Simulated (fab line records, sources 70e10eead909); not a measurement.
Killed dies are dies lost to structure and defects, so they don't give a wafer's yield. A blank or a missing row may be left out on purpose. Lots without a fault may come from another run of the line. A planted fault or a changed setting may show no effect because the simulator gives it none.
Which tool did it? | flow nand_harc | 11 lots, 33 wafers sampled, at 7 steps of a route of 1302

WHAT THE GAUGES READ, wafer by wafer
NHARC_P_BONDPAD_INSPECT_23.
lot  | measured     | on                | raw_defect_count
L765 | day 6 17:51  | defect_inspect-01 | 638 237 481
L767 | day 7 11:01  | defect_inspect-01 | 502 351 378
L769 | day 8 13:59  | defect_inspect-01 | 274 325 294
L771 | day 9 12:40  | defect_inspect-01 | 175 293 278
L772 | day 9 12:54  | defect_inspect-01 | 327 383 269
L777 | day 11 10:20 | defect_inspect-02 | 238 354 328
L778 | day 12 01:08 | defect_inspect-01 | 303 177 287
L779 | day 13 03:06 | defect_inspect-02 | 294 405 300
L786 | day 15 09:15 | defect_inspect-01 | 388 299 287
L787 | day 16 00:28 | defect_inspect-01 | 334 187 424
L788 | day 16 03:11 | defect_inspect-02 | 501 287 448

NHARC_A_ZERO_WELL_CD_MEAS_10: target cd 2000 nm.
lot  | measured     | on        | cd_nm (nm)
L765 | day 6 19:09  | cd_sem-02 | 2001.8 1998.1 1997.6
L767 | day 7 12:20  | cd_sem-03 | 1999.0 1999.4 1999.2
L769 | day 8 15:11  | cd_sem-02 | 1999.1 2001.0 1998.2
L771 | day 9 13:59  | cd_sem-03 | 1999.3 2001.0 2001.2
L772 | day 9 14:12  | cd_sem-03 | 2002.3 1999.0 1999.8
L777 | day 11 11:31 | cd_sem-02 | 1996.5 1998.3 1999.2
L778 | day 12 02:22 | cd_sem-02 | 1999.2 1998.9 2000.6
L779 | day 13 04:24 | cd_sem-01 | 2000.3 1997.9 1996.8
L786 | day 15 10:34 | cd_sem-01 | 2001.2 1995.9 2001.4
L787 | day 16 01:46 | cd_sem-02 | 1998.4 2002.5 2001.0
L788 | day 16 04:24 | cd_sem-02 | 1998.6 2000.9 1998.2

NHARC_A_ZERO_WELL_INSPECT_17.
lot  | measured     | on                | raw_defect_count
L765 | day 6 20:38  | defect_inspect-01 | 13 26 17
L767 | day 7 13:48  | defect_inspect-01 | 17 20 13
L769 | day 8 16:40  | defect_inspect-01 | 6 4 7
L771 | day 9 15:26  | defect_inspect-01 | 6 8 4
L772 | day 9 15:40  | defect_inspect-02 | 10 16 10
L777 | day 11 12:58 | defect_inspect-01 | 6 11 10
L778 | day 12 03:50 | defect_inspect-02 | 17 10 20
L779 | day 13 05:52 | defect_inspect-01 | 13 4 9
L786 | day 15 12:01 | defect_inspect-02 | 316 306 322
L787 | day 16 03:14 | defect_inspect-02 | 4 3 5
L788 | day 16 05:52 | defect_inspect-01 | 277 336 291

NHARC_A_SOURCE_PLATE_INSPECT_08.
lot  | measured     | on                | raw_defect_count
L765 | day 7 20:02  | defect_inspect-01 | 89 64 71
L767 | day 8 13:51  | defect_inspect-02 | 45 45 61
L769 | day 9 15:19  | defect_inspect-01 | 54 50 35
L771 | day 10 10:51 | defect_inspect-01 | 57 66 66
L772 | day 10 10:50 | defect_inspect-02 | 39 47 37
L777 | day 12 09:42 | defect_inspect-02 | 51 37 71
L778 | day 13 00:02 | defect_inspect-02 | 66 37 59
L779 | day 14 03:43 | defect_inspect-02 | 27 29 34
L786 | day 16 07:53 | defect_inspect-01 | 367 312 370
L787 | day 17 02:12 | defect_inspect-02 | 37 38 41
L788 | day 17 02:11 | defect_inspect-02 | 301 356 303

NHARC_END_SORT_01.
lot  | measured     | on        | killed_at_array | killed_at_other | killed_at_periphery | killed_dies | killed_open | killed_short
L765 | day 25 11:52 | prober-02 | 58 67 78        | 2 0 2           | 0 1 1               | 60 68 81    | 1 1 3       | 1 0 2
L767 | day 26 03:23 | prober-01 | 72 57 66        | 0 0 1           | 1 3 2               | 73 60 69    | 6 6 1       | 0 1 3
L769 | day 26 14:32 | prober-02 | 41 46 54        | 3 1 0           | 5 14 10             | 49 61 64    | 3 2 6       | 4 7 1
L771 | day 27 08:34 | prober-01 | 51 76 70        | 2 0 0           | 3 1 2               | 56 77 72    | 2 3 4       | 3 0 0
L772 | day 26 23:14 | prober-01 | 45 45 40        | 2 1 1           | 0 5 2               | 47 51 43    | 4 2 3       | 0 1 1
L777 | day 29 12:42 | prober-01 | 51 45 52        | 1 0 1           | 5 2 6               | 57 47 59    | 5 4 4       | 0 1 4
L778 | day 29 11:46 | prober-02 | 49 39 41        | 0 0 0           | 1 5 2               | 50 44 43    | 2 4 3       | 1 1 2
L779 | day 30 08:52 | prober-01 | 74 63 69        | 0 0 0           | 0 3 1               | 74 66 70    | 3 4 3       | 1 0 3
L786 | day 33 15:46 | prober-01 | 74 106 66       | 0 0 1           | 9 9 8               | 83 115 75   | 3 2 3       | 4 3 5
L787 | day 34 13:55 | prober-01 | 71 60 60        | 0 0 1           | 4 4 1               | 75 64 62    | 4 3 0       | 2 1 4
L788 | day 34 02:55 | prober-02 | 88 153 118      | 1 0 1           | 2 2 3               | 91 155 122  | 3 1 5       | 2 1 5

WHICH TOOL RAN EACH LOT (tool, then ch and the chambers of the sampled wafers, then the start)
lot  | NHARC_A_ZERO_WELL_ETCH_19          | NHARC_A_ZERO_WELL_ETCH_13
L765 | rie_diel-04 ch 1,2,3, day 6 19:26  | rie_si-03 ch 1,3, day 6 19:33
L767 | rie_diel-03 ch 1,2,3, day 7 12:36  | rie_si-03 ch 1,2,3, day 7 12:44
L769 | rie_diel-03 ch 1,2, day 8 15:25    | rie_si-03 ch 0,2, day 8 15:33
L771 | rie_diel-03 ch 0,3, day 9 14:13    | rie_si-01 ch 1,2,3, day 9 14:22
L772 | rie_diel-04 ch 1,2,3, day 9 14:28  | rie_si-06 ch 1,2, day 9 14:34
L777 | rie_diel-03 ch 0,2, day 11 11:46   | rie_si-01 ch 0,1,2, day 11 11:52
L778 | rie_diel-04 ch 0,2,3, day 12 02:37 | rie_si-03 ch 0,1,2, day 12 02:46
L779 | rie_diel-04 ch 0,3, day 13 04:39   | rie_si-03 ch 1,2,3, day 13 04:47
L786 | rie_diel-04 ch 1,3, day 15 10:49   | rie_si-01 ch 1,3, day 15 10:56
L787 | rie_diel-03 ch 0,1,3, day 16 02:02 | rie_si-03 ch 1,3, day 16 02:08
L788 | rie_diel-04 ch 2,3, day 16 04:39   | rie_si-06 ch 0,1,3, day 16 04:48
- NHARC_A_ZERO_WELL_ETCH_19: etches the open film in N2/H2, target depth 80 nm, overetch 24 nm, time 87.88 s.
- NHARC_A_ZERO_WELL_ETCH_13: etches the open film in HBr/Cl2, target depth 120 nm, time 40.1 s.

WHAT THE TOOLS THEMSELVES READ (means of the sampled wafers that have a number; where no wafer has one, the mark that the record gives instead)
NHARC_A_ZERO_WELL_ETCH_19.
lot  | tool        | drypump_motor_current_A (A) | mfc_ar_sccm (sccm) | oes_product_au (a.u.) | rf_vpp_V (V) | showerhead_plenum_p_Torr (Torr) | throttle_valve_pct (%)
L765 | rie_diel-04 | 5.67                        | 0.004              | 0.993                 | 430.6        | 2.06                            | 14.159
L767 | rie_diel-03 | 6.10                        | 0.005              | 1.005                 | 431.6        | 2.08                            | 14.172
L769 | rie_diel-03 | 6.23                        | 0.005              | 1.006                 | 430.8        | 2.06                            | 14.177
L771 | rie_diel-03 | 5.68                        | 0.015              | 0.994                 | 430.2        | 2.02                            | 14.176
L772 | rie_diel-04 | 5.66                        | 0.004              | 1.003                 | 430.7        | 2.06                            | 14.170
L777 | rie_diel-03 | 5.78                        | 0.015              | 0.998                 | 429.5        | 2.00                            | 14.171
L778 | rie_diel-04 | 5.60                        | 0.004              | 1.006                 | 430.5        | 2.04                            | 14.168
L779 | rie_diel-04 | 5.52                        | 0.005              | 1.007                 | 433.5        | 2.11                            | 14.176
L786 | rie_diel-04 | 5.58                        | 0.005              | 1.008                 | 433.0        | 2.13                            | 14.179
L787 | rie_diel-03 | 5.87                        | 0.012              | 0.993                 | 431.0        | 2.02                            | 14.175
L788 | rie_diel-04 | 5.57                        | 0.007              | 0.994                 | 432.7        | 2.13                            | 14.171

NHARC_A_ZERO_WELL_ETCH_13.
lot  | tool      | drypump_motor_current_A (A) | oes_product_au (a.u.) | throttle_valve_pct (%)
L765 | rie_si-03 | 5.5                         | 0.992                 | 26.408
L767 | rie_si-03 | 5.4                         | 1.004                 | 26.405
L769 | rie_si-03 | 6.1                         | 0.996                 | 26.399
L771 | rie_si-01 | 5.4                         | 1.004                 | 26.401
L772 | rie_si-06 | 5.1                         | 0.992                 | 26.408
L777 | rie_si-01 | 5.7                         | 1.002                 | 26.403
L778 | rie_si-03 | 5.6                         | 1.003                 | 26.401
L779 | rie_si-03 | 5.5                         | 1.004                 | 26.415
L786 | rie_si-01 | 5.2                         | 0.993                 | 26.410
L787 | rie_si-03 | 5.5                         | 1.007                 | 26.406
L788 | rie_si-06 | 5.5                         | 1.005                 | 26.404

THE ANSWER, worked out from the rows above alone
Rule: what is usual is taken from the lots themselves. Put in order of their means at a reading, lots are off if they are a third of the lots or fewer, leave a main group of 4 or more, and stand apart from it by a gap of 3 or more times the standard deviation of the main group's means; of several such gaps the widest counts. A main group whose means are all the same, to the digits that the tables above print for the reading, isn't used. A lot without any number at a reading at which 4 lots or more have one is off too. The other lots that the step has rows for count as sound. The gauges are gone through in route order, then the tools' own readings, and for those a lot's mean is taken as printed above. The first step at which some lot is off is used, and at that step the reading that is off furthest; a lot without a number counts as furthest.
Off: L786, L788, at NHARC_A_ZERO_WELL_INSPECT_17 (raw_defect_count). The main group: mean 11, standard deviation 5.
A tool fits if, at a process step before that reading, it ran every lot that is off, and no sound lot after the first of them. The gauges at NHARC_A_ZERO_WELL_INSPECT_17 are tried like those tools. One fits: rie_diel-04 at NHARC_A_ZERO_WELL_ETCH_19. Its last sound lot is L779 (day 13 04:39), its first lot that is off L786 (day 15 10:49): a fault that began between those two fits.

WHAT THE SIMULATOR HAD PUT IN
Chamber particle source: rie_diel-04, from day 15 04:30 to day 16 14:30, at NHARC_A_ZERO_WELL_ETCH_19. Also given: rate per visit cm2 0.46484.
Lots struck among those shown: L786, L788. The rule above found the same.
